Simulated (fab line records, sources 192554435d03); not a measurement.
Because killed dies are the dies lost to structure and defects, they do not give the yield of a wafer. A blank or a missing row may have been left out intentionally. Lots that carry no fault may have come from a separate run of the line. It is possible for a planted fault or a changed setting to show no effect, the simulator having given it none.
Chamber matching || flow n5_finfet || N5_BEOL_M3_ETCH_69 on rie_diel-06: 4 sister chambers
The step etches SiARC in CF4, target depth 15.6 nm, time 26 s. 8 wafers are shown with their chamber, then 8 later ones without.

== WAFERS, EACH WITH ITS CHAMBER ==
{"wafer": "L075.6", "chamber": 3, "showerhead_plenum_p_Torr (Torr)": 1.99, "drypump_motor_current_A (A)": 5.9}
{"wafer": "L077.1", "chamber": 1, "showerhead_plenum_p_Torr (Torr)": 2.12, "drypump_motor_current_A (A)": 4.7}
{"wafer": "L086.1", "chamber": 1, "showerhead_plenum_p_Torr (Torr)": 2.11, "drypump_motor_current_A (A)": 4.7}
{"wafer": "L090.5", "chamber": 3, "showerhead_plenum_p_Torr (Torr)": 1.99, "drypump_motor_current_A (A)": 5.9}
{"wafer": "L091.2", "chamber": 2, "showerhead_plenum_p_Torr (Torr)": 2.24, "drypump_motor_current_A (A)": 5.4}
{"wafer": "L091.3", "chamber": 0, "showerhead_plenum_p_Torr (Torr)": 2.19, "drypump_motor_current_A (A)": 5.6}
{"wafer": "L091.5", "chamber": 0, "showerhead_plenum_p_Torr (Torr)": 2.19, "drypump_motor_current_A (A)": 5.7}
{"wafer": "L093.1", "chamber": 2, "showerhead_plenum_p_Torr (Torr)": 2.24, "drypump_motor_current_A (A)": 5.4}

== WAFERS WITH NO CHAMBER GIVEN ==
{"wafer": "L093.5", "showerhead_plenum_p_Torr (Torr)": 2.24, "drypump_motor_current_A (A)": 5.4}
{"wafer": "L093.6", "showerhead_plenum_p_Torr (Torr)": 1.98, "drypump_motor_current_A (A)": 5.9}
{"wafer": "L095.1", "showerhead_plenum_p_Torr (Torr)": 2.11, "drypump_motor_current_A (A)": 4.7}
{"wafer": "L095.3", "showerhead_plenum_p_Torr (Torr)": 2.23, "drypump_motor_current_A (A)": 5.4}
{"wafer": "L095.5", "showerhead_plenum_p_Torr (Torr)": 2.18, "drypump_motor_current_A (A)": 5.7}
{"wafer": "L097.2", "showerhead_plenum_p_Torr (Torr)": 2.18, "drypump_motor_current_A (A)": 5.7}
{"wafer": "L097.3", "showerhead_plenum_p_Torr (Torr)": 2.23, "drypump_motor_current_A (A)": 5.4}
{"wafer": "L097.4", "showerhead_plenum_p_Torr (Torr)": 2.11, "drypump_motor_current_A (A)": 4.7}

== WHICH CHAMBER EACH ONE RAN IN ==
{"wafer": "L093.5", "from the rows above": 2, "in truth": 2}
{"wafer": "L093.6", "from the rows above": 3, "in truth": 3}
{"wafer": "L095.1", "from the rows above": 1, "in truth": 1}
{"wafer": "L095.3", "from the rows above": 2, "in truth": 2}
{"wafer": "L095.5", "from the rows above": 0, "in truth": 0}
{"wafer": "L097.2", "from the rows above": 0, "in truth": 0}
{"wafer": "L097.3", "from the rows above": 2, "in truth": 2}
{"wafer": "L097.4", "from the rows above": 1, "in truth": 1}
Placed correctly: 8 of 8. Can't be placed from these rows: 0. Placed wrongly: 0.
How it was worked out, from the rows above alone: a wafer's distance from a chamber is the root of the sum, over the readings, of the square of ((its reading less the chamber's mean) divided by the reading's scatter). If the next closest chamber is less than 2 further off than the closest, the wafer can't be placed; otherwise it belongs to the closest. A chamber's mean is the mean of its shown wafers. The scatter: take each reading less its chamber's mean, square it, sum over the shown wafers, divide by the number of wafers less the number of chambers, and take the root.
